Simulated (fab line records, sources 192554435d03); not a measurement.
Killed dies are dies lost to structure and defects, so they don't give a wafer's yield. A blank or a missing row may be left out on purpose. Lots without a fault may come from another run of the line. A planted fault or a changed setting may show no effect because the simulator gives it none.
A struck lot beside a sound one | flow n5_finfet | 15 steps out of a route of 1938
Sound: wafers L856.4, L856.5, L856.6. Struck: wafer L860.6. (L860.1, L860.4 of the same lot were not struck and are left out.) The cause comes at the end.
At each step with rows: each side's tool, then ch and its chambers, then its first start. Under that, the readings that differ: sound wafers | struck wafers | difference of the means | sigmas: that difference in standard deviations of wafers without a fault.
alike: readings whose means differ by less than 2 such deviations, and words and numbers that are the same on both sides. not compared: withheld readings, readings that some wafer has no value for, bounds like >300 that may hide the same value, and numbers for which the record gives no deviation and whose values overlap.
The two part at a step that has a row with sigmas, a row that says differs or no value, or rows on one side only. Numbers that don't overlap but have no deviation are shown without sigmas and don't part them. A reading that every wafer of one side lacks parts them only if that side has two wafers or more.

first, 6 steps without rows for these wafers: N5_MOL_CONTACT_COAG_COAT_78 (resist thk 40 nm); N5_MOL_CONTACT_COAG_EBR_80; N5_MOL_CONTACT_COAG_SOFTBAKE_79 (time 60 s); N5_MOL_CONTACT_COAG_EXPOSE_81 (exposes mask VG, defocus 0 nm); N5_MOL_CONTACT_COAG_PEB_82 (peb time 60 s); N5_MOL_CONTACT_COAG_DEVELOP_83 (develop time 30 s).
N5_MOL_CONTACT_COAG_CD_MEAS_84: target cd 25.1 nm.
  sound on cd_sem-02 ch 0, day 7 15:13; struck on cd_sem-02 ch 0, day 8 16:52
  alike: cd_nm
N5_MOL_CONTACT_COAG_OVL_MEAS_85:
  sound on overlay-01 ch 0, day 7 15:16; struck on overlay-02 ch 0, day 8 16:54
  alike: VG_OVL
N5_MOL_CONTACT_COAG_INSPECT_57: inspects for defects (brightfield).
  sound on defect_inspect-02, day 7 15:18; struck on defect_inspect-02, day 8 16:58
  alike: raw_defect_count
N5_MOL_CONTACT_COAG_DESCUM_88: chemistry O2, time 7 s.
  sound on rie_diel-06 ch 0,1,3, day 7 15:21; struck on rie_diel-06 ch 3, day 8 17:04
  reading      | sound             | struck | difference | sigmas
  rf_vpp_V (V) | 242.2 243.0 244.3 | 240.3  | -2.9       | -2
  alike: drypump_motor_current_A, oes_product_au, showerhead_plenum_p_Torr, throttle_valve_pct
  not compared: rf_hours_counter_h
N5_MOL_CONTACT_COAG_ETCH_89: etches underlayer in N2/H2, target depth 13 nm, time 10.4 s.
  sound on rie_diel-06 ch 0,1,3, day 7 15:23; struck on rie_diel-06 ch 3, day 8 17:06
  alike: drypump_motor_current_A, etch_rf_on_time_s, oes_product_au, rf_vpp_V, showerhead_plenum_p_Torr, throttle_valve_pct
  not compared: rf_hours_counter_h
N5_MOL_CONTACT_COAG_ETCH_90: etches SiARC in CF4, target depth 13 nm, time 21.7 s.
  sound on rie_diel-06 ch 0,1,3, day 7 15:25; struck on rie_diel-06 ch 3, day 8 17:07
  reading      | sound             | struck | difference | sigmas
  rf_vpp_V (V) | 183.9 183.5 185.1 | 181.1  | -3.1       | -3
  alike: drypump_motor_current_A, etch_rf_on_time_s, oes_product_au, showerhead_plenum_p_Torr, throttle_valve_pct
  not compared: rf_hours_counter_h
N5_MOL_CONTACT_COAG_ALD_131: deposits SiO2, target thk 5 nm, pulse time 1 s, co reactant pulse time 1 s.
  sound on ald_sin-01 ch 0,1,2, day 7 15:28; struck on ald_sin-01 ch 0, day 8 17:12
  reading    | sound    | struck | difference | sigmas
  ald_cycles | 35 35 35 | 33     | -2         |
  alike: heater_power_outer_w, heater_power_w, precursor_pulse_height_rel
N5_MOL_CONTACT_COAG_ETCHBACK_132: etches SiO2 in CHF3, target depth 10 nm, time 6.7 s.
  sound on rie_diel-06 ch 0,1,3, day 7 15:40; struck on rie_diel-03 ch 3, day 8 17:35
  alike: drypump_motor_current_A, oes_f_703_au, oes_product_au, rf_vpp_V, showerhead_plenum_p_Torr, throttle_valve_pct
  not compared: rf_hours_counter_h
-- the record jumps here: 2 days lie between the struck wafers' starts before and after (it left off in module MOL_CONTACT_COAG and takes up again in module BEOL_M4, whose first step shown is number 1111 of the route) --
N5_BEOL_M4_RC_MEAS_101:
  sound on prober-01 ch 0, day 10 05:58; struck on prober-01 ch 0, day 11 04:42
  reading       | sound          | struck | difference | sigmas
  DIBL_N (mV/V) | 35.9 35.4 35.8 | 31.8   | -3.9       | -2
  DIBL_P (mV/V) | 36.5 35.2 34.9 | 30.4   | -5.1       | -3
  ION_N (uA/um) | 674 678 665    | 643    | -29        | -2
  SS_P (mV/dec) | 73.4 72.9 73.1 | 71.2   | -1.9       | -3
  alike: IOFF_N, IOFF_P, ION_P, SS_N, VT_N, VT_P

WHERE THEY PART
First at N5_MOL_CONTACT_COAG_DESCUM_88; last, within this record, at N5_BEOL_M4_RC_MEAS_101.

WHY: what the simulator had put in
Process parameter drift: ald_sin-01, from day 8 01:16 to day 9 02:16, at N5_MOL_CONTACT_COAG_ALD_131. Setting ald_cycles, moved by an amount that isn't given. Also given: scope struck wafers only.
